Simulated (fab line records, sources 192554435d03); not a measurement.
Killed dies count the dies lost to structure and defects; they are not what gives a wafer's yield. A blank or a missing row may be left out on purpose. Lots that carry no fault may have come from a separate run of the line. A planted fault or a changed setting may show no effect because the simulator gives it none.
Lot-split experiment    flow n5 finfet    21 wafers read from 7 lots, route of 1938 steps

SPLIT DETAILS
At N5_BEOL_M6_TRENCH_ETCH_37 (etches SiCOH lowk in C4F6/O2, target depth 94.435 nm, time 31.5 s), the setting source w was moved away from the recipe's 345 W on 9 of the 21 wafers read, by -15.7% to +15.6%. All remaining wafers had this setting at the recipe value.

Reading taken at the split's own step.

THE READING
rf vpp V, in V, at N5_BEOL_M6_TRENCH_ETCH_37 (etches SiCOH lowk in C4F6/O2, target depth 94.435 nm, time 31.5 s). Fault-free wafers of this fab line usually give 662 V, standard deviation 16 V.

wafer   tool, chamber at the split  source w as run, W  against the recipe  rf vpp V, V  against lot-mates on the recipe
L083.1  rie diel-06, 2              345                 recipe              645          -
L083.3  rie diel-06, 3              345                 recipe              668          -
L083.4  rie diel-06, 3              318.1               -7.8%               697          +40
L082.1  rie diel-03, 3              345                 recipe              664          -
L082.4  rie diel-03, 0              345                 recipe              624          -
L082.5  rie diel-03, 1              345                 recipe              659          -
L084.1  rie diel-06, 3              345                 recipe              668          -
L084.2  rie diel-06, 0              345                 recipe              632          -
L084.6  rie diel-06, 1              290.7               -15.7%              741          +91
L085.1  rie diel-01, 0              345                 recipe              672          -
L085.2  rie diel-01, 2              398.8               +15.6%              618          -54
L085.4  rie diel-01, 0              345                 recipe              671          -
L087.1  rie diel-06, 0              392                 +13.6%              593          -75
L087.2  rie diel-06, 3              345                 recipe              668          -
L087.5  rie diel-06, 2              392                 +13.6%              604          -64
L095.1  rie diel-01, 2              371.3               +7.6%               639          no lot-mate on the recipe
L095.3  rie diel-01, 0              371.3               +7.6%               648          no lot-mate on the recipe
L095.6  rie diel-01, 0              371.3               +7.6%               646          no lot-mate on the recipe
L097.1  rie diel-01, 2              345                 recipe              664          -
L097.2  rie diel-01, 1              379.3               +9.9%               638          -28
L097.4  rie diel-01, 1              345                 recipe              668          -

THE FIT
A straight line over all 21 wafers: rf vpp V changes by -3.88 V for each +1% of source w; r = -0.88; the points scatter about the line by 15 V.
The same after taking each lot's own level away (the mean of its wafers on the recipe; 18 wafers): -4.73 V for each +1%; r = -0.94; scatter 13 V.
On that fit, the largest move of source w shifts the reading by 74 V.
Measured against the standard deviation above, the lots' own levels, which go from 649.0 to 671.5 V, span 1.4 times it.
Thus the slope moves with the lot-to-lot level: the two fits are different.
Check: with one of the wafers moved furthest among these (-15.7%) left out of the fit, the line predicts +69.3 V for it against its lot-mates. It came out at +91 V against them.
Tool readings at the split's step, against how far the setting was moved: rf vpp V r = -0.88.

FURTHER SPLITS ON THESE WAFERS
Other splits were also applied to these wafers ahead of the reading. Each is held against what the fit with the lots' levels taken away leaves over:
other split on the same wafers      wafers away from the commonest value  r with rf vpp V (lot level and that fit taken away)
N5_BEOL_M1_COAT_61 spin rpm         6                                     -0.28
N5_BEOL_M2_DESCUM_33 time s         8                                     +0.02
N5_BEOL_M2_TRENCH_ETCH_37 source w  4                                     +0.10
N5_BEOL_M3_TRENCH_ETCH_37 time s    5                                     +0.04
N5_BEOL_M4_COAT_05 spin rpm         7                                     +0.07
N5_BEOL_M5_COAT_05 spin rpm         5                                     -0.19

FILE'S OWN FIT
rf vpp V changes by -4.56 V for each +1% of source w, r = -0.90.
